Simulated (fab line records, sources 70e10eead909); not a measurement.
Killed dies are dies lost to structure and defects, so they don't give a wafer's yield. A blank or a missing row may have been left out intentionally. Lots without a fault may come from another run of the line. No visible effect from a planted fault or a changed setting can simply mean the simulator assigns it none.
fab line records | flow nand_harc
record: lots: 14 wafers: 42 last_day: 33
route steps=1302 shown A_ONON_D2@550 A_CHANNEL_HOLE_D2@577
lots untouched by any fault: they come from a run of this same line in which no faults occurred
start_h: hours from the record's opening day to when the first of the lot's shown wafers began | wait_h: hours elapsed since this lot's preceding step | " same as the row above | L1.1+2: several wafers, shown together as one row | - no value, or no start was given | * or withheld: withheld | < > ~ a bound
route shown NAME@n: names a module that has steps shown in the file, with the first one's number in the route | usual: mean/standard deviation taken from wafers without a fault | same: alike in all rows | chamber/n: place in a boat | sites: the reading at each site | _std_site: the values' standard deviation | _edge_site: mean of outer sites minus mean of inner sites | radius_mm: how far each site lies from the wafer's centre | mask NAME#n: copy n | behind: the tool/chamber that last shaped the wafer | hold: what put the lot on hold/how long, in hours/how the hold closed | device: transistor that didn't switch, given as n, p or np | end of line: tests of these same wafers at the route's end | a step without rows: its recipe alone | killed: dies that structure and defects cost at the first sort, which is not the same as the wafer's yield | map: per-die view of a wafer (x killed, . not killed, _ where there is no die)
set.NAME: the setting as run; set.NAME@STEP: as run at that earlier step | model.NAME: the simulator's own value behind a step, which no gauge read
steps of the route over a sample of lots; a table a step, a row a wafer
services: a tool's chamber out of use, with start hour (start_h, from the record's first day; less than 0 if before it), hours out, and reason
== steps ==
step: NHARC_A_ONON_D2_THK_MEAS_08
recipe: thk_meas_gauge: ellipsometry
usual: thk_nm: 1000/11
columns lot.wafer tool chamber start_h wait_h thk_nm
L742.1 film_metro-02 - 263.33 - 998
L742.3 " - " " 1000
L742.5 " - " " 999
L744.1 film_metro-01 - 300.00 - 1006
L744.3 " - " " 1006
L744.4 " - " " 1006
L746.2 film_metro-02 - 326.60 - 997
L746.4 " - " " 994
L746.6 " - " " 997
L745.1 film_metro-01 - 326.61 - 1000
L745.2 " - " " 999
L745.6 " - " " 1000
L747.3 film_metro-01 - 341.84 - 989
L747.5 " - " " 990
L747.6 " - " " 989
L749.2 film_metro-01 - 349.20 - 980
L749.3 " - " " 981
L749.6 " - " " 981
L750.1 film_metro-02 - 356.50 - 985
L750.4 " - " " 986
L750.5 " - " " 988
L751.1 film_metro-01 - 365.58 - 1001
L751.3 " - " " 1000
L751.5 " - " " 1000
L752.1 film_metro-01 - 387.86 - 1009
L752.3 " - " " 1011
L752.5 " - " " 1009
L757.3 film_metro-01 - 429.43 - 999
L757.5 " - " " 998
L757.6 " - " " 997
L758.1 film_metro-02 - 441.21 - 1010
L758.2 " - " " 1008
L758.4 " - " " 1010
L761.1 film_metro-01 - 469.31 - 1013
L761.4 " - " " 1017
L761.5 " - " " 1015
L763.1 film_metro-02 - 481.96 - 1019
L763.3 " - " " 1019
L763.5 " - " " 1020
L765.1 film_metro-02 - 516.91 - 1001
L765.3 " - " " 1004
L765.4 " - " " 1001
step: NHARC_A_ONON_D2_DEP_33
recipe: target_thk_a: 2000 temp_c: 400 pressure_torr: 6.5 rf_w: 900 teos_flow_sccm: 161.4 flow_sccm: 2650 target_thk_nm: 200 gas: O2 material: SiO2
usual: heater_power_w: 544/110 throttle_valve_pct: 15.9/0.55
columns lot.wafer tool chamber start_h wait_h heater_power_w since_wet_clean_h throttle_valve_pct
L742.1 pecvd-01 2 274.88 0.1 670 132 16.4
L742.3 " 1 " " 608 132 15.6
L742.5 " 2 " " 709 - 16.7
L744.1 pecvd-04 1 312.18 0.1 398 30 16.1
L744.3 " 0 " " 666 30 16.4
L744.4 " 2 " " 572 - 15.3
L745.1 pecvd-02 0 341.15 0.1 438 101 16.2
L745.2 " 1 " " 387 101 15.7
L745.6 " 1 " " 395 - 16.0
L746.2 pecvd-01 0 341.30 0.1 411 17 15.7
L746.6 " 1 " " 564 - 15.6
L746.4 " 0 " " 447 - 15.9
L747.3 pecvd-01 0 353.38 0.1 489 29 16.1
L747.5 " 1 " " 589 - 15.5
L747.6 " 0 " " 516 - 15.8
L749.2 pecvd-01 2 360.04 0.1 669 36 16.5
L749.3 " 0 " " 535 36 16.1
L749.6 " 1 " " 616 - 15.7
L750.1 pecvd-01 2 367.39 0.1 688 43 15.5
L750.4 " 2 " " 682 - 16.2
L750.5 " 0 " " 557 - 15.9
L751.3 pecvd-02 2 377.78 0.1 638 138 14.5
L751.1 " 0 " " 329 138 16.3
L751.5 " 1 " " 510 - 16.1
L752.3 pecvd-04 1 399.00 0.1 495 117 16.4
L752.1 " 2 " " 533 117 15.9
L752.5 " 2 " " 556 - 15.6
L757.3 pecvd-02 2 441.17 0.1 724 20 15.2
L757.6 " 2 " " 727 - 14.9
L757.5 " 0 " " 472 - 16.6
L758.1 pecvd-01 2 452.51 0.1 694 129 16.4
L758.2 " 0 " " 432 129 16.1
L758.4 " 2 " " 712 - 16.2
L761.1 pecvd-02 1 480.16 0.1 499 59 16.2
L761.4 " 1 " " 492 - 15.8
L761.5 " 0 " " 397 - 16.6
L763.3 pecvd-04 0 495.90 0.1 577 33 16.8
L763.1 " 2 " " 442 33 14.7
L763.5 " 0 " " 593 - 16.5
L765.3 pecvd-02 2 527.75 0.1 715 107 15.2
L765.1 " 1 " " 398 107 16.1
L765.4 " 2 " " 748 - 15.5
step: NHARC_A_CHANNEL_HOLE_D2_SOFTBAKE_05
recipe: temp_c: 105 time_s: 55
usual: heater_power_total_W: 188.46/0.13 resist_line_temp_C: 22.97/0.11
columns lot.wafer tool chamber start_h wait_h heater_power_total_W resist_line_temp_C
L742.1 litho_track-01 0 282 - 188.73 23.07
L742.3 " 0 " " 188.43 23.16
L742.5 " 0 " " 188.43 23.03
L744.1 litho_track-04 0 318 - 188.65 22.88
L744.3 " 0 " " 188.47 22.91
L744.4 " 0 " " 188.36 22.98
L745.1 litho_track-06 0 345 - 188.44 22.93
L745.2 " 0 " " 188.50 23.06
L745.6 " 0 " " 188.71 22.81
L746.2 litho_track-06 0 347 - 188.50 23.08
L746.4 " 0 " " 188.30 23.06
L746.6 " 0 " " 188.41 23.06
L747.3 litho_track-04 0 356 - 188.31 22.88
L747.5 " 0 " " 188.38 22.76
L747.6 " 0 " " 188.32 23.07
L749.2 litho_track-06 0 365 - 188.45 22.94
L749.3 " 0 " " 188.43 23.02
L749.6 " 0 " " 188.51 23.03
L750.1 litho_track-06 0 370 - 188.43 22.92
L750.4 " 0 " " 188.36 22.88
L750.5 " 0 " " 188.40 22.87
L751.1 litho_track-01 0 381 - 188.57 23.12
L751.3 " 0 " " 188.70 23.01
L751.5 " 0 " " 188.44 22.95
L752.1 litho_track-04 0 401 - 188.55 23.07
L752.3 " 0 " " 188.37 22.84
L752.5 " 0 " " 188.67 23.07
L757.3 litho_track-04 0 445 - 222.64 23.15
L757.5 " 0 " " 222.66 23.20
L757.6 " 0 " " 222.62 23.11
L758.1 litho_track-04 0 455 - 222.73 22.84
L758.2 " 0 " " 222.50 22.98
L758.4 " 0 " " 222.42 23.03
L761.1 litho_track-01 0 482 - 188.37 23.02
L761.4 " 0 " " 188.46 23.20
L761.5 " 0 " " 188.32 23.11
L763.1 litho_track-01 0 501 - 188.47 23.01
L763.3 " 0 " " 188.53 23.07
L763.5 " 0 " " 188.50 23.15
L765.1 litho_track-04 0 530 - 188.62 22.71
L765.3 " 0 " " 188.27 22.76
L765.4 " 0 " " 188.69 22.81
step: NHARC_A_CHANNEL_HOLE_D2_INSPECT_12
usual: raw_defect_count: 37/23
columns lot.wafer tool chamber start_h wait_h raw_defect_count
L742.1 defect_inspect-02 - 283.18 0.0 10
L742.3 " - " " 7
L742.5 " - " " 6
L744.1 defect_inspect-01 - 319.52 0.0 62
L744.3 " - " " 56
L744.4 " - " " 50
L745.1 defect_inspect-02 - 346.38 0.0 3
L745.2 " - " " 2
L745.6 " - " " 4
L746.2 defect_inspect-01 - 347.92 0.0 52
L746.4 " - " " 54
L746.6 " - " " 60
L747.3 defect_inspect-02 - 356.61 0.0 47
L747.5 " - " " 54
L747.6 " - " " 69
L749.2 defect_inspect-02 - 366.25 0.0 54
L749.3 " - " " 62
L749.6 " - " " 60
L750.1 defect_inspect-01 - 370.69 0.0 48
L750.4 " - " " 55
L750.5 " - " " 51
L751.1 defect_inspect-02 - 382.35 0.0 45
L751.3 " - " " 49
L751.5 " - " " 47
L752.1 defect_inspect-01 - 402.60 0.0 6
L752.3 " - " " 9
L752.5 " - " " 11
L757.3 defect_inspect-02 - 446.50 0.0 69
L757.5 " - " " 65
L757.6 " - " " 69
L758.1 defect_inspect-02 - 455.81 0.0 59
L758.2 " - " " 64
L758.4 " - " " 64
L761.1 defect_inspect-01 - 483.53 0.0 28
L761.4 " - " " 29
L761.5 " - " " 15
L763.1 defect_inspect-02 - 502.45 0.0 16
L763.3 " - " " 29
L763.5 " - " " 27
L765.1 defect_inspect-02 - 530.98 0.0 4
L765.3 " - " " 1
L765.4 " - " " 4
== services ==
columns tool chamber start_h hours kind
pecvd-01 1 253.00 8.1 repair
pecvd-04 2 260.84 4.9 repair
pecvd-04 - 269.01 13.0 pm
pecvd-04 - 306.62 2.9 repair
pecvd-01 - 311.00 13.0 pm
pecvd-01 0 311.00 13.0 vent_cycle
pecvd-01 1 311.00 13.0 vent_cycle
pecvd-01 2 311.00 13.0 vent_cycle
litho_track-04 - 311.73 - consumable_replace:filter
litho_track-01 - 330.00 7.0 pm
pecvd-01 - 334.63 2.4 repair
pecvd-02 2 347.15 4.2 repair
litho_track-06 - 354.00 7.0 pm
litho_track-04 - 378.00 7.0 pm
pecvd-02 - 408.10 13.0 pm
pecvd-01 2 436.50 5.4 repair
pecvd-04 - 450.14 13.0 pm
pecvd-01 - 492.30 13.0 pm
litho_track-01 - 505.00 7.0 pm
pecvd-02 2 510.33 12.8 repair
pecvd-02 0 514.61 11.8 repair
pecvd-04 - 521.73 0.7 repair
litho_track-06 - 529.00 7.0 pm
pecvd-04 0 530.07 4.7 repair
== key ==
first_sign: step: NHARC_A_CHANNEL_HOLE_D2_SOFTBAKE_05 reading: heater_power_total_W direction: up sigmas: 99+ usual: * struck: *
effect none on later readings
met_at NHARC_A_CHANNEL_HOLE_D2_SOFTBAKE_05
struck_lots L757,L758
tester_left_out L757,L758
loop_trim: step: NHARC_A_CHANNEL_HOLE_D2_EXPOSE_07 setting: dose lots: L758
not_acting_at NHARC_A_ONON_D2_THK_MEAS_08,NHARC_A_ONON_D2_DEP_33,NHARC_A_CHANNEL_HOLE_D2_INSPECT_12
onset_between 401 445
fault: kind: process_parameter_drift tool: litho_track-04 chamber: - onset_h: 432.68 steps: NHARC_A_CHANNEL_HOLE_D2_SOFTBAKE_05 channel: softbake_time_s offset: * shape: step end_h: 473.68 acts_in: * stated: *
tester_left_out: of these lots the tester's yield and bins aren't shown, on N5 and GAA mostly nor the transistor test; their killed dies are dies lost to structure and defects alone, not to doping, threshold or leakage, so they don't give the yield
loop_trim: a control loop set the setting to another value than it would have without faults
